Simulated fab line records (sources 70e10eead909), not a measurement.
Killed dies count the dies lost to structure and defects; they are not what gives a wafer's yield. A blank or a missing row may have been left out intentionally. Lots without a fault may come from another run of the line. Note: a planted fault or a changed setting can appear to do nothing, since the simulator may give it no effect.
fab line records + flow nandHarc
record:
- lots: 6
- wafers: 17
- lastDay: 24
route steps=1159 shown A_ZERO_WELL@412 A_SOURCE_PLATE@413 A_ONON_D1@424 END@1159
lots with no fault: from the same line, run without faults
startH: start of the lot's first displayed wafer, in hours after the record's first day + waitH: time in hours since the lot's previous step + " as in the row above + L1.1+2: a single row standing in for several wafers + - no value present, or no start provided + * or withheld: withheld + < > ~ a bound
route shown NAME@n: NAME is a module with steps in the file, n the number in the route of the first one + usual: average and standard deviation across the fault-free wafers + same: alike in all rows + chamber/n: place in a boat + sites: each site's reading + _std_site: their standard deviation + _edge_site: the outer-site mean with the inner-site mean subtracted + radiusMm: how far each site lies from the wafer's centre + mask NAME#n: copy n + behind: the tool/chamber that last shaped the wafer + hold: reason for holding the lot/hours on hold/outcome of the hold + device: which transistor (n, p or np) failed to switch + end of line: the same wafers' tests at the end of the route + where a step has no rows: the recipe by itself + killed: count of dies lost to structure and defects at first sort (not the wafer's yield) + map: a wafer's dies, x killed, . not, _ none there
set.NAME: the setting the step ran with; set.NAME@STEP: the setting that earlier step ran with + model.NAME: the simulator's own value behind a step, which no gauge read
certain route steps with their lots: each step a table, each wafer a row
services: the hour from which a tool's chamber was out of use, counted from the record's first day as startH (under 0 if before that day), plus the number of hours and why
== steps ==
step: NHARC_A_ZERO_WELL_INSPECT_17
usual:
- rawDefectCount: 9/5
| lot.wafer | tool             | chamber | startH | waitH | rawDefectCount |
|-----------|------------------|---------|--------|-------|----------------|
| L910.1    | defectInspect-01 | -       | 144.22 | 0.2   | 8              |
| L910.4    | "                | -       | "      | "     | 8              |
| L910.6    | "                | -       | "      | "     | 7              |
| L920.2    | defectInspect-01 | -       | 210.99 | 0.1   | 7              |
| L920.4    | "                | -       | "      | "     | 4              |
| L920.5    | "                | -       | "      | "     | 5              |
| L921.1    | defectInspect-01 | -       | 221.68 | 0.2   | 23             |
| L921.2    | "                | -       | "      | "     | 11             |
| L921.4    | "                | -       | "      | "     | 22             |
| L925.3    | defectInspect-01 | -       | 232.81 | 0.1   | 15             |
| L925.5    | "                | -       | "      | "     | 13             |
| L930.1    | defectInspect-01 | -       | 256.34 | 0.2   | 7              |
| L930.3    | "                | -       | "      | "     | 5              |
| L930.4    | "                | -       | "      | "     | 5              |
| L931.2    | defectInspect-01 | -       | 264.52 | 0.1   | 6              |
| L931.3    | "                | -       | "      | "     | 7              |
| L931.4    | "                | -       | "      | "     | 14             |
step: NHARC_A_SOURCE_PLATE_PRECLEAN_00
recipe:
- timeS: 60
- chemistry: HF-LAST
step: NHARC_A_SOURCE_PLATE_SRD_01
step: NHARC_A_SOURCE_PLATE_OXIDE_02
recipe:
- targetThkA: 100
- tempC: 900
- oxTimeS: 1362
- material: SiO2
step: NHARC_A_SOURCE_PLATE_THK_MEAS_09
recipe:
- thkMeasGauge: ellipsometry
usual:
- thkNm: 9.8/1
| lot.wafer | tool         | chamber | startH | waitH | thkNm |
|-----------|--------------|---------|--------|-------|-------|
| L910.1    | filmMetro-02 | -       | 151.66 | 0.4   | 10.9  |
| L910.4    | "            | -       | "      | "     | 12.5  |
| L910.6    | "            | -       | "      | "     | 9.7   |
| L920.2    | filmMetro-02 | -       | 218.08 | 0.4   | 11.5  |
| L920.4    | "            | -       | "      | "     | 9.7   |
| L920.5    | "            | -       | "      | "     | 10.2  |
| L921.1    | filmMetro-02 | -       | 228.73 | 0.4   | 10.5  |
| L921.2    | "            | -       | "      | "     | 9.5   |
| L921.4    | "            | -       | "      | "     | 10.1  |
| L925.3    | filmMetro-01 | -       | 240.29 | 0.4   | 7.9   |
| L925.5    | "            | -       | "      | "     | 10.2  |
| L930.1    | filmMetro-01 | -       | 261.73 | 0.4   | 10.3  |
| L930.3    | "            | -       | "      | "     | 10.8  |
| L930.4    | "            | -       | "      | "     | 10.2  |
| L931.2    | filmMetro-02 | -       | 271.20 | 0.4   | 8.5   |
| L931.3    | "            | -       | "      | "     | 9.3   |
| L931.4    | "            | -       | "      | "     | 8.7   |
step: NHARC_A_SOURCE_PLATE_PVD_04
recipe:
- targetThkA: 500
- material: WSi2
step: NHARC_A_SOURCE_PLATE_CVD_03
recipe:
- targetThkA: 2000
- tempC: 620
- pressureMtorr: 200
- timeS: 4000
- material: poly-Si
step: NHARC_A_SOURCE_PLATE_ANNEAL_05
recipe:
- tempC: 850
- timeS: 1800
step: NHARC_A_SOURCE_PLATE_THK_MEAS_06
recipe:
- thkMeasGauge: ellipsometry
usual:
- thkNm: 200.4/2.1
| lot.wafer | tool         | chamber | startH | waitH | thkNm |
|-----------|--------------|---------|--------|-------|-------|
| L910.1    | filmMetro-01 | -       | 164.79 | 0.4   | 198.2 |
| L910.4    | "            | -       | "      | "     | 196.5 |
| L910.6    | "            | -       | "      | "     | 198.7 |
| L920.2    | filmMetro-02 | -       | 232.29 | 0.4   | 198.1 |
| L920.4    | "            | -       | "      | "     | 199.1 |
| L920.5    | "            | -       | "      | "     | 198.6 |
| L921.1    | filmMetro-02 | -       | 245.34 | 0.4   | 201.8 |
| L921.2    | "            | -       | "      | "     | 200.7 |
| L921.4    | "            | -       | "      | "     | 202.8 |
| L925.3    | filmMetro-02 | -       | 253.69 | 0.4   | 200.4 |
| L925.5    | "            | -       | "      | "     | 203.1 |
| L930.1    | filmMetro-01 | -       | 274.84 | 0.4   | 198.5 |
| L930.3    | "            | -       | "      | "     | 203.1 |
| L930.4    | "            | -       | "      | "     | 202.0 |
| L931.2    | filmMetro-02 | -       | 284.75 | 0.4   | 204.6 |
| L931.3    | "            | -       | "      | "     | 202.0 |
| L931.4    | "            | -       | "      | "     | 201.4 |
step: NHARC_A_SOURCE_PLATE_INSPECT_08
usual:
- rawDefectCount: 61/22
| lot.wafer | tool             | chamber | startH | waitH | rawDefectCount |
|-----------|------------------|---------|--------|-------|----------------|
| L910.1    | defectInspect-01 | -       | 164.86 | 0.0   | 61             |
| L910.4    | "                | -       | "      | "     | 51             |
| L910.6    | "                | -       | "      | "     | 81             |
| L920.2    | defectInspect-01 | -       | 232.38 | 0.0   | 65             |
| L920.4    | "                | -       | "      | "     | 41             |
| L920.5    | "                | -       | "      | "     | 32             |
| L921.1    | defectInspect-01 | -       | 245.45 | 0.0   | 53             |
| L921.2    | "                | -       | "      | "     | 50             |
| L921.4    | "                | -       | "      | "     | 58             |
| L925.3    | defectInspect-02 | -       | 253.75 | 0.0   | 54             |
| L925.5    | "                | -       | "      | "     | 40             |
| L930.1    | defectInspect-02 | -       | 274.91 | 0.0   | 22             |
| L930.3    | "                | -       | "      | "     | 81             |
| L930.4    | "                | -       | "      | "     | 25             |
| L931.2    | defectInspect-01 | -       | 284.84 | 0.0   | 57             |
| L931.3    | "                | -       | "      | "     | 47             |
| L931.4    | "                | -       | "      | "     | 55             |
step: NHARC_A_ONON_D1_DEP_00
recipe:
- targetThkA: 10000
- n2FlowSccm: 2750
- n2oFlowSccm: 2000
- nh3FlowSccm: 500
- sih4FlowSccm: 210
- tempC: 400
| lot.wafer  | tool         | chamber | startH | waitH |
|------------|--------------|---------|--------|-------|
| L910.1+4+6 | pecvdOnon-01 | 0       | 164.92 | 0.1   |
| L920.2+4+5 | pecvdOnon-03 | 0       | 232.50 | 0.1   |
| L921.1+2+4 | pecvdOnon-02 | 0       | 245.52 | 0.1   |
| L925.3+5   | pecvdOnon-01 | 0       | 253.94 | 0.2   |
| L930.1+3+4 | pecvdOnon-01 | 0       | 274.97 | 0.1   |
| L931.2+3+4 | pecvdOnon-03 | 0       | 284.96 | 0.1   |
step: NHARC_A_ONON_D1_THK_MEAS_02
recipe:
- thkMeasGauge: ellipsometry
usual:
- thkNm: 1000/6.3
| lot.wafer | tool         | chamber | startH | waitH | thkNm |
|-----------|--------------|---------|--------|-------|-------|
| L910.1    | filmMetro-02 | -       | 165.43 | -     | 1005  |
| L910.4    | "            | -       | "      | "     | 1006  |
| L910.6    | "            | -       | "      | "     | 1004  |
| L920.2    | filmMetro-02 | -       | 232.96 | -     | 998   |
| L920.4    | "            | -       | "      | "     | 998   |
| L920.5    | "            | -       | "      | "     | 997   |
| L921.1    | filmMetro-01 | -       | 246.03 | -     | 1007  |
| L921.2    | "            | -       | "      | "     | 1007  |
| L921.4    | "            | -       | "      | "     | 1010  |
| L925.3    | filmMetro-02 | -       | 254.33 | -     | 845   |
| L925.5    | "            | -       | "      | "     | 1002  |
| L930.1    | filmMetro-02 | -       | 275.48 | -     | 843   |
| L930.3    | "            | -       | "      | "     | 844   |
| L930.4    | "            | -       | "      | "     | 1002  |
| L931.2    | filmMetro-02 | -       | 285.42 | -     | 1001  |
| L931.3    | "            | -       | "      | "     | 1001  |
| L931.4    | "            | -       | "      | "     | 1001  |
step: NHARC_A_ONON_D1_DEP_03
recipe:
- targetThkA: 10000
- n2FlowSccm: 2750
- n2oFlowSccm: 2000
- nh3FlowSccm: 500
- sih4FlowSccm: 210
- tempC: 400
step: NHARC_END_SORT_01
recipe:
- tempC: 25
usual:
- killedAtArray: 28/8.9
- killedAtOther: 0.8/1.2
- killedAtPeriphery: 3.3/2.3
- killedDies: 32/9.4
- killedOpen: 3.2/1.8
- killedShort: 1.9/1.4
same:
- grossDies: 677
| lot.wafer | tool      | chamber | startH | waitH | killedAtArray | killedAtOther | killedAtPeriphery | killedDies | killedOpen | killedShort |
|-----------|-----------|---------|--------|-------|---------------|---------------|-------------------|------------|------------|-------------|
| L920.2    | prober-01 | 0       | 526.05 | 2.8   | 29            | 0             | 1                 | 30         | 3          | 3           |
| L920.5    | prober-01 | 0       | 528.44 | 3.7   | 25            | 0             | 2                 | 27         | 5          | 1           |
| L925.3    | prober-01 | 0       | 534.65 | 3.1   | 674           | 1             | 2                 | 677        | 3          | 1           |
| L930.1    | prober-02 | 0       | 564.79 | 2.5   | 674           | 0             | 3                 | 677        | 3          | 0           |
| L930.3    | prober-02 | 0       | 566.37 | 3.1   | 672           | 1             | 4                 | 677        | 3          | 3           |
killed by level:class
L920.2 A_SLIT:chamberFilmFlake=12 A_CHANNEL_HOLE_D1:chamberFilmFlake=6 A_STAIRCASE:chamberFilmFlake=3 A_WL_FILL:geometricParticle:short=2 A_CONTACT:geometricParticle:open=2 P_GATE:geometricParticle:open=1 A_CONTACT:geometricParticle:short=1 A_CHANNEL_FILL_D1:chamberFilmFlake=1
L920.5 A_SLIT:chamberFilmFlake=12 A_CHANNEL_HOLE_D1:chamberFilmFlake=5 A_STAIRCASE:chamberFilmFlake=3 P_CONTACT:geometricParticle:open=1 P_M0:geometricParticle:open=1 A_CHANNEL_FILL_D1:geometricParticle:open=1 A_WL_FILL:geometricParticle:open=1 A_CONTACT:geometricParticle:short=1
L925.3 A_ONON_D1:areaDep=640 A_CHANNEL_HOLE_D1:chamberFilmFlake=22 A_STAIRCASE:chamberFilmFlake=3 A_CONTACT:chamberFilmFlake=3 A_WL_FILL:geometricParticle:open=2 A_CHANNEL_FILL_D1:geometricParticle:short=1 A_BLC:geometricParticle:open=1 P_STI:chamberFilmFlake=1
L930.1 A_ONON_D1:areaDep=640 A_CHANNEL_HOLE_D1:chamberFilmFlake=23 P_M2:chamberFilmFlake=3 A_CONTACT:chamberFilmFlake=3 A_CHANNEL_FILL_D1:geometricParticle:open=2 A_STAIRCASE:chamberFilmFlake=2 A_M1:geometricParticle:open=1 A_ZERO_WELL:chamberFilmFlake=1
L930.3 A_ONON_D1:areaDep=629 A_CHANNEL_HOLE_D1:chamberFilmFlake=25 A_CONTACT:chamberFilmFlake=7 A_STAIRCASE:chamberFilmFlake=6 A_CONTACT:geometricParticle:open=2 P_STI:geometricParticle:short=1 P_GATE:geometricParticle:open=1 P_M1:geometricParticle:short=1
map L925.3 (x killed, . not)
____________x____________
_________xxxxxxx_________
_______xxxxxxxxxxx_______
______xxxxxxxxxxxxx______
_____xxxxxxxxxxxxxxx_____
____xxxxxxxxxxxxxxxxx____
____xxxxxxxxxxxxxxxxx____
___xxxxxxxxxxxxxxxxxxx___
___xxxxxxxxxxxxxxxxxxx___
__xxxxxxxxxxxxxxxxxxxxx__
__xxxxxxxxxxxxxxxxxxxxx__
_xxxxxxxxxxxxxxxxxxxxxxx_
_xxxxxxxxxxxxxxxxxxxxxxx_
_xxxxxxxxxxxxxxxxxxxxxxx_
_xxxxxxxxxxxxxxxxxxxxxxx_
_xxxxxxxxxxxxxxxxxxxxxxx_
xxxxxxxxxxxxxxxxxxxxxxxxx
xxxxxxxxxxxxxxxxxxxxxxxxx
xxxxxxxxxxxxxxxxxxxxxxxxx
xxxxxxxxxxxxxxxxxxxxxxxxx
xxxxxxxxxxxxxxxxxxxxxxxxx
_xxxxxxxxxxxxxxxxxxxxxxx_
_xxxxxxxxxxxxxxxxxxxxxxx_
_xxxxxxxxxxxxxxxxxxxxxxx_
_xxxxxxxxxxxxxxxxxxxxxxx_
_xxxxxxxxxxxxxxxxxxxxxxx_
__xxxxxxxxxxxxxxxxxxxxx__
__xxxxxxxxxxxxxxxxxxxxx__
___xxxxxxxxxxxxxxxxxxx___
___xxxxxxxxxxxxxxxxxxx___
____xxxxxxxxxxxxxxxxx____
____xxxxxxxxxxxxxxxxx____
_____xxxxxxxxxxxxxxx_____
______xxxxxxxxxxxxx______
_______xxxxxxxxxxx_______
_________xxxxxxx_________
____________x____________
map L930.1 (x killed, . not)
____________x____________
_________xxxxxxx_________
_______xxxxxxxxxxx_______
______xxxxxxxxxxxxx______
_____xxxxxxxxxxxxxxx_____
____xxxxxxxxxxxxxxxxx____
____xxxxxxxxxxxxxxxxx____
___xxxxxxxxxxxxxxxxxxx___
___xxxxxxxxxxxxxxxxxxx___
__xxxxxxxxxxxxxxxxxxxxx__
__xxxxxxxxxxxxxxxxxxxxx__
_xxxxxxxxxxxxxxxxxxxxxxx_
_xxxxxxxxxxxxxxxxxxxxxxx_
_xxxxxxxxxxxxxxxxxxxxxxx_
_xxxxxxxxxxxxxxxxxxxxxxx_
_xxxxxxxxxxxxxxxxxxxxxxx_
xxxxxxxxxxxxxxxxxxxxxxxxx
xxxxxxxxxxxxxxxxxxxxxxxxx
xxxxxxxxxxxxxxxxxxxxxxxxx
xxxxxxxxxxxxxxxxxxxxxxxxx
xxxxxxxxxxxxxxxxxxxxxxxxx
_xxxxxxxxxxxxxxxxxxxxxxx_
_xxxxxxxxxxxxxxxxxxxxxxx_
_xxxxxxxxxxxxxxxxxxxxxxx_
_xxxxxxxxxxxxxxxxxxxxxxx_
_xxxxxxxxxxxxxxxxxxxxxxx_
__xxxxxxxxxxxxxxxxxxxxx__
__xxxxxxxxxxxxxxxxxxxxx__
___xxxxxxxxxxxxxxxxxxx___
___xxxxxxxxxxxxxxxxxxx___
____xxxxxxxxxxxxxxxxx____
____xxxxxxxxxxxxxxxxx____
_____xxxxxxxxxxxxxxx_____
______xxxxxxxxxxxxx______
_______xxxxxxxxxxx_______
_________xxxxxxx_________
____________x____________
== services ==
| tool         | chamber | startH | hours | kind   |
|--------------|---------|--------|-------|--------|
| pecvdOnon-03 | -       | 153.00 | 13.0  | pm     |
| pecvdOnon-01 | -       | 195.25 | 13.0  | pm     |
| pecvdOnon-02 | -       | 266.50 | 2.6   | repair |
== key ==
firstSign:
- step: NHARC_A_ONON_D1_THK_MEAS_02
- reading: thkNm
- direction: down
- sigmas: 25
- usual: 1000
- struck: 844
effect:
- step: NHARC_END_SORT_01
- reading: killedAtArray
- direction: up
- sigmas: 72
- usual: 28
- struck: 673
moreKillsBornAt:
- NHARC_A_ONON_D1_DEP_00@pecvdOnon-01: 1909
metAt NHARC_A_ONON_D1_DEP_00
struckWafers L925.3,L930.1,L930.3
laterRowsLeftOut L925.3,L930.1,L930.3
testerLeftOut L925,L930
onsetBetween 164.92 253.94
fault:
- kind: processParameterDrift
- tool: pecvdOnon-01
- chamber: -
- onsetH: 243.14
- steps: NHARC_A_ONON_D1_DEP_00
- channel: targetThkA
- offset: *
- shape: step
- endH: 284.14
- scope: struckWafersOnly
- actsIn: *
- stated: *
testerLeftOut: of these lots the tester's yield and bins aren't shown, on N5 and GAA mostly nor the transistor test; their killed dies are dies lost to structure and defects alone, not to doping, threshold or leakage, so they don't give the yield
laterRowsLeftOut: the simulator's readings of these wafers behind a module that went badly wrong aren't trusted and aren't shown, but for the sort
